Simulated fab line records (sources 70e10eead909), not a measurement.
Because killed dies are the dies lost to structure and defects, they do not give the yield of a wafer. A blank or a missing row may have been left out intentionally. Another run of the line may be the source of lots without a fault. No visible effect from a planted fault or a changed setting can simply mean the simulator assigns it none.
fab line records	flow nand-harc
record: lots: 7	wafers: 21	last-day: 24
route steps=1159 shown A_ONON_D1@428 END@1159
lots with no fault: from the same line, run without faults
start-h: hours from the record's opening day to when the first of the lot's shown wafers began	wait-h: hours since the lot's step before	" as in the row above	L1.1+2: several wafers, shown together as one row	- no value, or no start was given	* or withheld: withheld	< > ~ a bound
route shown NAME@n: names a module that has steps shown in the file, with the first one's number in the route	usual: average and standard deviation across the fault-free wafers	same: alike in all rows	chamber/n: place in a boat	sites: each site's reading	_std_site: standard deviation of those values	_edge_site: inner sites' mean taken away from outer sites' mean	radius-mm: how far each site lies from the wafer's centre	mask NAME#n: copy n	behind: the last tool/chamber to shape the wafer	hold: cause of the lot's hold/its duration in hours/its outcome	device: transistor that didn't switch, given as n, p or np	end of line: tests run on the same wafers once the route is complete	a step with no rows: only its recipe	killed: count of dies lost to structure and defects at first sort (not the wafer's yield)	map: a wafer's dies, marking killed ones x, the rest . and places with no die _
set.NAME: the setting as run; set.NAME@STEP: as run at that earlier step	model.NAME: the simulator's own value behind a step, which no gauge read
lots at some steps of the route; a table a step, a row a wafer
services: a tool's chamber out of use, with start hour (start-h, from the record's first day; less than 0 if before it), hours out, and reason
== steps ==
step: NHARC_A_ONON_D1_DEP_06
recipe: target-thk-a: 10000	n2-flow-sccm: 2750	n2o-flow-sccm: 2000	nh3-flow-sccm: 500	sih4-flow-sccm: 210	temp-c: 400
step: NHARC_A_ONON_D1_THK_MEAS_08
recipe: thk-meas-gauge: ellipsometry
usual: thk-nm: 1005/10
lot.wafer	tool	chamber	start-h	wait-h	thk-nm
L583.2	film-metro-01	-	155.86	-	1009
L583.4	"	-	"	"	1009
L583.5	"	-	"	"	1008
L594.2	film-metro-02	-	243.41	-	998
L594.3	"	-	"	"	997
L594.5	"	-	"	"	995
L595.1	film-metro-01	-	243.45	-	984
L595.2	"	-	"	"	986
L595.6	"	-	"	"	986
L597.1	film-metro-02	-	243.45	-	1008
L597.2	"	-	"	"	1007
L597.4	"	-	"	"	1009
L600.2	film-metro-02	-	270.37	-	1009
L600.4	"	-	"	"	1008
L600.5	"	-	"	"	1009
L602.2	film-metro-02	-	280.58	-	1004
L602.4	"	-	"	"	1005
L602.6	"	-	"	"	1005
L601.1	film-metro-01	-	280.60	-	1003
L601.3	"	-	"	"	1002
L601.6	"	-	"	"	1002
step: NHARC_A_ONON_D1_DEP_09
recipe: target-thk-a: 10000	n2-flow-sccm: 2750	n2o-flow-sccm: 2000	nh3-flow-sccm: 500	sih4-flow-sccm: 210	temp-c: 400
step: NHARC_A_ONON_D1_THK_MEAS_11
recipe: thk-meas-gauge: ellipsometry
usual: thk-nm: 1004/12
lot.wafer	tool	chamber	start-h	wait-h	thk-nm
L583.2	film-metro-02	-	156.41	-	975
L583.4	"	-	"	"	976
L583.5	"	-	"	"	976
L594.2	film-metro-01	-	243.97	-	991
L594.3	"	-	"	"	993
L594.5	"	-	"	"	991
L595.1	film-metro-02	-	244.01	-	996
L595.2	"	-	"	"	998
L595.6	"	-	"	"	998
L597.1	film-metro-01	-	244.02	-	1001
L597.2	"	-	"	"	998
L597.4	"	-	"	"	998
L600.2	film-metro-02	-	270.94	-	1005
L600.4	"	-	"	"	1009
L600.5	"	-	"	"	1005
L602.2	film-metro-02	-	281.15	-	1017
L602.4	"	-	"	"	1016
L602.6	"	-	"	"	1017
L601.1	film-metro-01	-	281.16	-	993
L601.3	"	-	"	"	990
L601.6	"	-	"	"	993
step: NHARC_A_ONON_D1_DEP_12
recipe: target-thk-a: 10000	n2-flow-sccm: 2750	n2o-flow-sccm: 2000	nh3-flow-sccm: 500	sih4-flow-sccm: 210	temp-c: 400
step: NHARC_A_ONON_D1_THK_MEAS_14
recipe: thk-meas-gauge: ellipsometry
usual: thk-nm: 996/7.8
lot.wafer	tool	chamber	start-h	wait-h	thk-nm
L583.2	film-metro-01	-	156.99	-	995
L583.4	"	-	"	"	996
L583.5	"	-	"	"	997
L594.2	film-metro-01	-	244.53	-	990
L594.3	"	-	"	"	992
L594.5	"	-	"	"	991
L595.1	film-metro-02	-	244.58	-	998
L595.2	"	-	"	"	997
L595.6	"	-	"	"	997
L597.1	film-metro-01	-	244.59	-	985
L597.2	"	-	"	"	985
L597.4	"	-	"	"	986
L600.2	film-metro-01	-	271.50	-	998
L600.4	"	-	"	"	997
L600.5	"	-	"	"	996
L602.2	film-metro-02	-	281.71	-	998
L602.4	"	-	"	"	999
L602.6	"	-	"	"	999
L601.1	film-metro-01	-	281.72	-	992
L601.3	"	-	"	"	994
L601.6	"	-	"	"	993
step: NHARC_A_ONON_D1_ANNEAL_15
recipe: temp-c: 750	time-s: 3600
step: NHARC_A_ONON_D1_DEP_16
recipe: target-thk-a: 10000	n2-flow-sccm: 2750	n2o-flow-sccm: 2000	nh3-flow-sccm: 500	sih4-flow-sccm: 210	temp-c: 400
step: NHARC_A_ONON_D1_THK_MEAS_18
recipe: thk-meas-gauge: ellipsometry
usual: thk-nm: 1001/7.8
lot.wafer	tool	chamber	start-h	wait-h	thk-nm
L583.2	film-metro-01	-	163.95	-	999
L583.4	"	-	"	"	999
L583.5	"	-	"	"	997
L597.1	film-metro-01	-	253.65	-	1010
L597.2	"	-	"	"	1009
L597.4	"	-	"	"	1009
L594.2	film-metro-02	-	253.65	-	1003
L594.3	"	-	"	"	1003
L594.5	"	-	"	"	1004
L595.1	film-metro-02	-	253.69	-	1007
L595.2	"	-	"	"	1007
L595.6	"	-	"	"	1006
L600.2	film-metro-02	-	279.75	-	1002
L600.4	"	-	"	"	1002
L600.5	"	-	"	"	1003
L602.2	film-metro-01	-	289.74	-	993
L602.4	"	-	"	"	992
L602.6	"	-	"	"	993
L601.1	film-metro-01	-	289.77	-	1001
L601.3	"	-	"	"	1002
L601.6	"	-	"	"	1001
step: NHARC_A_ONON_D1_DEP_19
recipe: target-thk-a: 10000	n2-flow-sccm: 2750	n2o-flow-sccm: 2000	nh3-flow-sccm: 500	sih4-flow-sccm: 210	temp-c: 400
step: NHARC_A_ONON_D1_THK_MEAS_21
recipe: thk-meas-gauge: ellipsometry
usual: thk-nm: 995/10
lot.wafer	tool	chamber	start-h	wait-h	thk-nm
L583.2	film-metro-02	-	164.65	-	985
L583.4	"	-	"	"	985
L583.5	"	-	"	"	985
L597.1	film-metro-01	-	254.22	-	989
L597.2	"	-	"	"	990
L597.4	"	-	"	"	988
L594.2	film-metro-02	-	254.22	-	984
L594.3	"	-	"	"	984
L594.5	"	-	"	"	982
L595.1	film-metro-01	-	254.25	-	992
L595.2	"	-	"	"	990
L595.6	"	-	"	"	991
L600.2	film-metro-02	-	280.31	-	1007
L600.4	"	-	"	"	1005
L600.5	"	-	"	"	1005
L602.2	film-metro-02	-	290.31	-	984
L602.4	"	-	"	"	986
L602.6	"	-	"	"	984
L601.1	film-metro-01	-	290.33	-	1006
L601.3	"	-	"	"	1005
L601.6	"	-	"	"	1006
step: NHARC_A_ONON_D1_DEP_22
recipe: target-thk-a: 10000	n2-flow-sccm: 2750	n2o-flow-sccm: 2000	nh3-flow-sccm: 500	sih4-flow-sccm: 210	temp-c: 400
usual: n2-flow-sccm: 2750/8.5	n2o-flow-sccm: 2001/6.2	nh3-flow-sccm: 500.1/1.4	sih4-flow-sccm: 210.0/0.69
lot.wafer	tool	chamber	start-h	wait-h	n2-flow-sccm	n2o-flow-sccm	nh3-flow-sccm	sih4-flow-sccm
L583.2	pecvd-onon-01	0	164.77	0.1	2751	1996	499.6	210.8
L583.4	"	0	"	"	2753	1997	500.5	211.2
L583.5	"	0	"	"	2748	1999	499.6	210.8
L597.1	pecvd-onon-03	-	254.28	0.1	-	-	-	-
L597.2	"	-	"	"	-	-	-	-
L597.4	"	-	"	"	-	-	-	-
L595.1	pecvd-onon-02	-	254.31	0.1	-	-	-	-
L595.2	"	-	"	"	-	-	-	-
L595.6	"	-	"	"	-	-	-	-
L594.2	pecvd-onon-01	-	254.34	0.1	-	-	-	-
L594.3	"	-	"	"	-	-	-	-
L594.5	"	-	"	"	-	-	-	-
L600.2	pecvd-onon-03	0	280.43	0.1	2741	2006	501.9	210.8
L600.4	"	0	"	"	2754	2002	501.2	210.3
L600.5	"	0	"	"	2745	1995	501.0	209.7
L601.1	pecvd-onon-02	0	290.39	0.1	2732	2004	502.5	209.6
L601.3	"	0	"	"	2746	1998	502.7	210.1
L601.6	"	0	"	"	2738	1998	502.1	209.7
L602.2	pecvd-onon-01	0	290.43	0.1	2753	1999	500.6	209.3
L602.4	"	0	"	"	2766	2004	500.9	209.7
L602.6	"	0	"	"	2747	1999	500.3	209.5
step: NHARC_END_SORT_01
recipe: temp-c: 25
usual: killed-at-array: 26/9	killed-at-other: 0.8/1.2	killed-at-periphery: 3.2/2.3	killed-dies: 30/9.1	killed-open: 3.5/2	killed-short: 1.8/1.4
same: gross-dies: 677
lot.wafer	tool	chamber	start-h	wait-h	killed-at-array	killed-at-other	killed-at-periphery	killed-dies	killed-open	killed-short
L595.1	prober-01	0	514.06	2.5	676	0	1	677	4	2
L595.2	prober-01	0	514.86	2.8	675	0	2	677	4	1
L595.6	prober-01	0	518.07	4.0	676	0	1	677	2	4
L594.2	prober-02	0	514.88	2.8	675	0	2	677	4	2
L594.3	prober-02	0	515.69	3.1	674	2	1	677	2	2
L594.5	prober-02	0	517.31	3.7	673	0	4	677	3	1
L597.1	prober-02	0	530.83	2.5	672	0	5	677	5	1
L597.2	prober-02	0	531.64	2.8	671	0	6	677	1	1
L597.4	prober-02	0	533.26	3.4	673	1	3	677	6	1
killed by level:class
L595.1 A_ONON_D1:area-dep=634 A_SLIT:chamber-film-flake=16 A_CHANNEL_HOLE_D1:chamber-film-flake=15 A_STAIRCASE:chamber-film-flake=2 A_WL_FILL:chamber-film-flake=2 A_CONTACT:chamber-film-flake=2 P_M0:geometric-particle:open=1 A_ONON_D1:geometric-particle:short=1
L595.2 A_ONON_D1:area-dep=635 A_CHANNEL_HOLE_D1:chamber-film-flake=16 A_SLIT:chamber-film-flake=9 A_CONTACT:chamber-film-flake=9 A_ONON_D1:geometric-particle:open=2 A_STAIRCASE:chamber-film-flake=2 P_CONTACT:geometric-particle:open=1 A_CONTACT:geometric-particle:open=1
L594.2 A_ONON_D1:area-dep=648 A_SLIT:chamber-film-flake=12 A_CHANNEL_HOLE_D1:chamber-film-flake=5 A_CONTACT:chamber-film-flake=5 A_CHANNEL_FILL_D1:geometric-particle:open=2 P_M1:geometric-particle:open=1 P_M2:geometric-particle:short=1 A_CHANNEL_FILL_D1:geometric-particle:short=1
L594.3 A_ONON_D1:area-dep=655 A_SLIT:chamber-film-flake=7 A_CONTACT:chamber-film-flake=5 A_CHANNEL_HOLE_D1:chamber-film-flake=4 THIN_TSV:chamber-film-flake=2 P_M0:geometric-particle:open=1 A_ONON_D1:geometric-particle:open=1 A_SGD_CUT:geometric-particle:short=1
L594.5 A_ONON_D1:area-dep=650 A_SLIT:chamber-film-flake=5 A_CONTACT:chamber-film-flake=5 A_CONTACT:geometric-particle:open=3 A_CHANNEL_HOLE_D1:chamber-film-flake=3 A_STAIRCASE:chamber-film-flake=3 P_M1:chamber-film-flake=2 P_BONDPAD:chamber-film-flake=2
L595.6 A_ONON_D1:area-dep=642 A_CHANNEL_HOLE_D1:chamber-film-flake=12 A_SLIT:chamber-film-flake=12 A_CONTACT:chamber-film-flake=5 P_CONTACT:geometric-particle:short=1 A_ONON_D1:geometric-particle:short=1 A_SGD_CUT:geometric-particle:open=1 A_WL_FILL:geometric-particle:short=1
L597.1 A_ONON_D1:area-dep=662 A_CHANNEL_HOLE_D1:chamber-film-flake=3 P_M1:chamber-film-flake=2 P_M1:geometric-particle:open=1 A_ONON_D1:geometric-particle:open=1 A_CONTACT:geometric-particle:open=1 A_CONTACT:geometric-particle:short=1 A_BLC:geometric-particle:open=1
L597.2 A_ONON_D1:area-dep=664 P_GATE:chamber-film-flake=4 A_CHANNEL_HOLE_D1:chamber-film-flake=4 A_CONTACT:chamber-film-flake=2 P_CONTACT:geometric-particle:open=1 A_WL_FILL:geometric-particle:short=1 P_M1:chamber-film-flake=1
L597.4 A_ONON_D1:area-dep=662 A_CHANNEL_HOLE_D1:chamber-film-flake=2 P_M1:chamber-film-flake=2 A_STAIRCASE:chamber-film-flake=2 P_GATE:geometric-particle:open=1 A_CHANNEL_HOLE_D1:geometric-particle:open=1 A_SGD_CUT:geometric-particle:open=1 A_WL_FILL:geometric-particle:short=1
map L594.2 (x killed, . not)
____________x____________
_________xxxxxxx_________
_______xxxxxxxxxxx_______
______xxxxxxxxxxxxx______
_____xxxxxxxxxxxxxxx_____
____xxxxxxxxxxxxxxxxx____
____xxxxxxxxxxxxxxxxx____
___xxxxxxxxxxxxxxxxxxx___
___xxxxxxxxxxxxxxxxxxx___
__xxxxxxxxxxxxxxxxxxxxx__
__xxxxxxxxxxxxxxxxxxxxx__
_xxxxxxxxxxxxxxxxxxxxxxx_
_xxxxxxxxxxxxxxxxxxxxxxx_
_xxxxxxxxxxxxxxxxxxxxxxx_
_xxxxxxxxxxxxxxxxxxxxxxx_
_xxxxxxxxxxxxxxxxxxxxxxx_
xxxxxxxxxxxxxxxxxxxxxxxxx
xxxxxxxxxxxxxxxxxxxxxxxxx
xxxxxxxxxxxxxxxxxxxxxxxxx
xxxxxxxxxxxxxxxxxxxxxxxxx
xxxxxxxxxxxxxxxxxxxxxxxxx
_xxxxxxxxxxxxxxxxxxxxxxx_
_xxxxxxxxxxxxxxxxxxxxxxx_
_xxxxxxxxxxxxxxxxxxxxxxx_
_xxxxxxxxxxxxxxxxxxxxxxx_
_xxxxxxxxxxxxxxxxxxxxxxx_
__xxxxxxxxxxxxxxxxxxxxx__
__xxxxxxxxxxxxxxxxxxxxx__
___xxxxxxxxxxxxxxxxxxx___
___xxxxxxxxxxxxxxxxxxx___
____xxxxxxxxxxxxxxxxx____
____xxxxxxxxxxxxxxxxx____
_____xxxxxxxxxxxxxxx_____
______xxxxxxxxxxxxx______
_______xxxxxxxxxxx_______
_________xxxxxxx_________
____________x____________
map L595.1 (x killed, . not)
____________x____________
_________xxxxxxx_________
_______xxxxxxxxxxx_______
______xxxxxxxxxxxxx______
_____xxxxxxxxxxxxxxx_____
____xxxxxxxxxxxxxxxxx____
____xxxxxxxxxxxxxxxxx____
___xxxxxxxxxxxxxxxxxxx___
___xxxxxxxxxxxxxxxxxxx___
__xxxxxxxxxxxxxxxxxxxxx__
__xxxxxxxxxxxxxxxxxxxxx__
_xxxxxxxxxxxxxxxxxxxxxxx_
_xxxxxxxxxxxxxxxxxxxxxxx_
_xxxxxxxxxxxxxxxxxxxxxxx_
_xxxxxxxxxxxxxxxxxxxxxxx_
_xxxxxxxxxxxxxxxxxxxxxxx_
xxxxxxxxxxxxxxxxxxxxxxxxx
xxxxxxxxxxxxxxxxxxxxxxxxx
xxxxxxxxxxxxxxxxxxxxxxxxx
xxxxxxxxxxxxxxxxxxxxxxxxx
xxxxxxxxxxxxxxxxxxxxxxxxx
_xxxxxxxxxxxxxxxxxxxxxxx_
_xxxxxxxxxxxxxxxxxxxxxxx_
_xxxxxxxxxxxxxxxxxxxxxxx_
_xxxxxxxxxxxxxxxxxxxxxxx_
_xxxxxxxxxxxxxxxxxxxxxxx_
__xxxxxxxxxxxxxxxxxxxxx__
__xxxxxxxxxxxxxxxxxxxxx__
___xxxxxxxxxxxxxxxxxxx___
___xxxxxxxxxxxxxxxxxxx___
____xxxxxxxxxxxxxxxxx____
____xxxxxxxxxxxxxxxxx____
_____xxxxxxxxxxxxxxx_____
______xxxxxxxxxxxxx______
_______xxxxxxxxxxx_______
_________xxxxxxx_________
____________x____________
== services ==
tool	chamber	start-h	hours	kind
pecvd-onon-03	-	153.00	13.0	pm
pecvd-onon-01	-	195.00	13.0	pm
== key ==
first-sign: step: NHARC_A_ONON_D1_DEP_22	reading: tool-record	direction: missing
effect: step: NHARC_END_SORT_01	reading: killed-at-array	direction: up	sigmas: 72	usual: 26	struck: 674
more-kills-born-at: NHARC_A_ONON_D1_DEP_22@pecvd-onon-03: 1988	NHARC_A_ONON_D1_DEP_22@pecvd-onon-01: 1953	NHARC_A_ONON_D1_DEP_22@pecvd-onon-02: 1911
met-at NHARC_A_ONON_D1_DEP_22
struck-wafers L594.2,L594.3,L594.5,L595.1,L595.2,L595.6,L597.1,L597.2,L597.4
later-rows-left-out L594.2,L594.3,L594.5,L595.1,L595.2,L595.6,L597.1,L597.2,L597.4
tester-left-out L594,L595,L597
onset-between 164.77 254.28
fault: kind: skipped-step-whole	tool: pecvd-onon-01,pecvd-onon-02,pecvd-onon-03	chamber: -	onset-h: 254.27	steps: NHARC_A_ONON_D1_DEP_22	scope: struck-lots-only
tester-left-out: of these lots the tester's yield and bins aren't shown, on N5 and GAA mostly nor the transistor test; their killed dies are dies lost to structure and defects alone, not to doping, threshold or leakage, so they don't give the yield
later-rows-left-out: the simulator's readings of these wafers behind a module that went badly wrong aren't trusted and aren't shown, but for the sort
